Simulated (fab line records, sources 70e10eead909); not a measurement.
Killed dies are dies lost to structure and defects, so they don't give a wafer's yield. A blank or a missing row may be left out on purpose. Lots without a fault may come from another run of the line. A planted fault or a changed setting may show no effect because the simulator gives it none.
A struck lot beside a sound one | flow nand_harc | 39 steps out of a route of 1302
Sound: wafers L760.1, L760.3, L760.4. Struck: wafers L771.3, L771.4, L771.6. The cause comes at the end.
At each step with rows: each side's tool, then ch and its chambers, then its first start. Under that, the readings that differ: sound wafers | struck wafers | difference of the means | sigmas: that difference in standard deviations of wafers without a fault.
alike: readings whose means differ by less than 2 such deviations, and words and numbers that are the same on both sides. not compared: withheld readings, readings that some wafer has no value for, bounds like >300 that may hide the same value, and numbers for which the record gives no deviation and whose values overlap.
The two part at a step that has a row with sigmas, a row that says differs or no value, or rows on one side only. Numbers that don't overlap but have no deviation are shown without sigmas and don't part them. A reading that every wafer of one side lacks parts them only if that side has two wafers or more.

first, 10 steps without rows for these wafers: NHARC_A_CHANNEL_HOLE_D2_DEP_00 (deposits aC, target thk 3100 nm); NHARC_A_CHANNEL_HOLE_D2_DEP_01 (deposits SiON, target thk 140 nm); NHARC_A_CHANNEL_HOLE_D2_DEHYDRATE_02 (time 120 s); NHARC_A_CHANNEL_HOLE_D2_HMDS_03 (time 30 s); NHARC_A_CHANNEL_HOLE_D2_COAT_36 (time 75 s); NHARC_A_CHANNEL_HOLE_D2_COAT_37 (time 65 s); NHARC_A_CHANNEL_HOLE_D2_COAT_04 (resist thk 90 nm); NHARC_A_CHANNEL_HOLE_D2_SOFTBAKE_05 (time 55 s); NHARC_A_CHANNEL_HOLE_D2_EBR_06; NHARC_A_CHANNEL_HOLE_D2_EXPOSE_07 (exposes mask HOLE D2, target cd 100 nm).
NHARC_A_CHANNEL_HOLE_D2_PEB_08: peb time 65 s.
  sound on litho_track-01 ch 0, day 18 05:34; struck on litho_track-01 ch 0, day 23 00:26
  reading                  | sound             | struck               | difference | sigmas
  heater_power_total_W (W) | 156.1 156.3 157.1 | 164.3 164.3 163.2    | +7.4       | +17
  plate_temp_C (C)         | 99.99 99.87 99.93 | 103.26 103.19 103.38 | +3.35      | +28
  alike: chill_plate_temp_C
then, 1 step without rows for these wafers: NHARC_A_CHANNEL_HOLE_D2_DEVELOP_09 (develop time 35 s).
NHARC_A_CHANNEL_HOLE_D2_CD_MEAS_10: target cd 100 nm.
  sound on cd_sem-01 ch 0, day 18 05:38; struck on cd_sem-01 ch 0, day 23 00:31
  reading    | sound             | struck            | difference | sigmas
  cd_nm (nm) | 100.2 100.6 100.5 | 109.3 109.6 108.6 | +8.7       | +22
NHARC_A_CHANNEL_HOLE_D2_DESCUM_15: chemistry O2, time 3 s.
  sound on rie_diel-08 ch 0,2,3, day 18 05:50; struck on rie_diel-13 ch 0,3, day 23 00:41
  reading                            | sound           | struck            | difference | sigmas
  model.A_CHANNEL_HOLE_D2.cd_nm (nm) | 100.4 100.7 101 | 108.4 109.2 108.2 | +7.9       |
  alike: drypump_motor_current_A, mfc_ar_sccm, oes_product_au, rf_vpp_V, showerhead_plenum_p_Torr, throttle_valve_pct
  not compared: rf_hours_counter_h
then, 4 steps without rows for these wafers: NHARC_A_CHANNEL_HOLE_D2_ETCH_38 (etches the open film in CF4, target depth 39 nm, time 65 s); NHARC_A_CHANNEL_HOLE_D2_ETCH_39 (etches the open film in N2/H2, target depth 260 nm, time 325 s); NHARC_A_CHANNEL_HOLE_D2_ETCH_34 (etches the open film in CF4/CHF3, target depth 154 nm, time 77 s); NHARC_A_CHANNEL_HOLE_D2_ETCH_16 (etches the open film in O2/COS, target depth 3100 nm, time 806 s).
NHARC_A_CHANNEL_HOLE_D2_CD_MEAS_18:
  sound on cd_sem-02, day 18 06:56; struck on cd_sem-03, day 23 01:48
  reading    | sound          | struck            | difference | sigmas
  cd_nm (nm) | 98.3 97.0 97.7 | 109.3 106.9 106.4 | +9.9       | +6
then, 12 steps without rows for these wafers: NHARC_A_CHANNEL_HOLE_D2_ETCH_19 (etches the open film in C4F8/O2/Ar, time 34.5 s); NHARC_A_CHANNEL_HOLE_D2_ETCH_20 (etches the open film in C4F8/O2/Ar, time 361.9 s, target depth 1600 nm); NHARC_A_CHANNEL_HOLE_D2_ETCH_21 (etches the open film in C4F8/O2/Ar, time 514.3 s, target depth 1600 nm); NHARC_A_CHANNEL_HOLE_D2_ETCH_22 (etches the open film in C4F8/O2/Ar, time 666.7 s, target depth 1600 nm); NHARC_A_CHANNEL_HOLE_D2_ETCH_23 (etches the open film in C4F8/O2/Ar, time 819 s, target depth 1600 nm); NHARC_A_CHANNEL_HOLE_D2_ETCH_24 (etches the open film in C4F8/O2/Ar, time 906.2 s, target depth 1500 nm); NHARC_A_CHANNEL_HOLE_D2_ETCH_25 (etches the open film in C4F8/O2/Ar, time 1040.2 s, target depth 1500 nm); NHARC_A_CHANNEL_HOLE_D2_ETCH_26 (etches the open film in C4F8/O2/Ar, time 224.1 s, target depth 300 nm); NHARC_A_CHANNEL_HOLE_D2_ETCH_27 (etches the open film in C4F8/O2/Ar, time 90 s, target depth 400 nm); NHARC_A_CHANNEL_HOLE_D2_STRIP_41 (strips in N2/H2); NHARC_A_CHANNEL_HOLE_D2_STRIP_42 (strips in CF4/CHF3); NHARC_A_CHANNEL_HOLE_D2_STRIP_43 (strips in O2/COS).
NHARC_A_CHANNEL_HOLE_D2_ETCH_44: etches the open film in CF4/O2, target depth 140 nm, overetch 14 nm, time 77 s.
  sound on rie_diel-04 ch 0,1,2, day 18 11:43; struck on rie_diel-13 ch 2,3, day 23 09:24
  reading                            | sound             | struck            | difference | sigmas
  model.A_CHANNEL_HOLE_D2.cd_nm (nm) | 90.76 91.46 90.77 | 100.7 98.94 99.33 | +8.7       |
  alike: drypump_motor_current_A, mfc_ar_sccm, oes_product_au, rf_vpp_V, showerhead_plenum_p_Torr, throttle_valve_pct
  not compared: rf_hours_counter_h
then, 3 steps without rows for these wafers: NHARC_A_CHANNEL_HOLE_D2_STRIP_28 (strips in O2); NHARC_A_CHANNEL_HOLE_D2_PRECLEAN_29 (cleans in SC1); NHARC_A_CHANNEL_HOLE_D2_SRD_30.
NHARC_A_CHANNEL_HOLE_D2_CD_MEAS_31:
  sound on cd_sem-02, day 18 12:31; struck on cd_sem-01, day 23 10:11
  reading    | sound          | struck          | difference | sigmas
  cd_nm (nm) | 90.8 91.5 91.0 | 101.3 99.3 99.4 | +8.9       | +11
NHARC_A_CHANNEL_HOLE_D2_XSEM_32:
  sound on xsem-02 ch 0, day 18 12:36; struck on xsem-01 ch 0, day 23 10:17
  reading        | sound          | struck         | difference | sigmas
  bot_cd_nm (nm) | 75.0 75.8 75.8 | 85.2 83.8 83.1 | +8.5       | +8
  alike: bow_nm, tilt_deg
-- the record jumps here: 11 days lie between the struck wafers' starts before and after (it left off in module A_CHANNEL_HOLE_D2 and takes up again in module END, whose first step shown is number 1301 of the route) --
NHARC_END_WLT_00:
  sound on prober-01, day 29 15:28; struck on prober-01, day 34 05:01
  reading                           | sound             | struck            | difference | sigmas
  VT_DECK2_BOTTOM                   | 0.873 0.866 0.873 | 0.913 0.902 0.901 | +0.035     | +4
  VT_DECK2_BOTTOM_INNER             | 0.866 0.880 0.869 | 0.909 0.899 0.906 | +0.033     | +4
  VT_DECK2_MEDIAN_NEAR_BOTTOM       | 0.875 0.873 0.871 | 0.910 0.911 0.903 | +0.035     | +4
  VT_DECK2_MEDIAN_NEAR_BOTTOM_INNER | 0.870 0.877 0.875 | 0.902 0.904 0.905 | +0.030     | +3
  VT_DECK2_MIDDLE                   | 0.886 0.886 0.876 | 0.924 0.920 0.916 | +0.037     | +4
  VT_DECK2_MIDDLE_INNER             | 0.883 0.890 0.879 | 0.909 0.915 0.918 | +0.030     | +3
  VT_DECK2_TOP                      | 0.888 0.897 0.894 | 0.920 0.920 0.923 | +0.028     | +3
  VT_DECK2_TOP_INNER                | 0.893 0.898 0.895 | 0.926 0.916 0.925 | +0.027     | +3
  alike: VT_DECK1_BOTTOM, VT_DECK1_BOTTOM_INNER, VT_DECK1_MEDIAN_NEAR_BOTTOM, VT_DECK1_MEDIAN_NEAR_BOTTOM_INNER, VT_DECK1_MIDDLE, VT_DECK1_MIDDLE_INNER, VT_DECK1_TOP, VT_DECK1_TOP_INNER
NHARC_END_SORT_01:
  the record has rows for the struck wafers here (prober-01 ch 0, day 34 08:40) and none for the sound ones

WHERE THEY PART
First at NHARC_A_CHANNEL_HOLE_D2_PEB_08; last, within this record, at NHARC_END_SORT_01.

WHY: what the simulator had put in
Process parameter drift: litho_track-01, from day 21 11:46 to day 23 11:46, at NHARC_A_CHANNEL_HOLE_D2_PEB_08. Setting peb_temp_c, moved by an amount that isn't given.
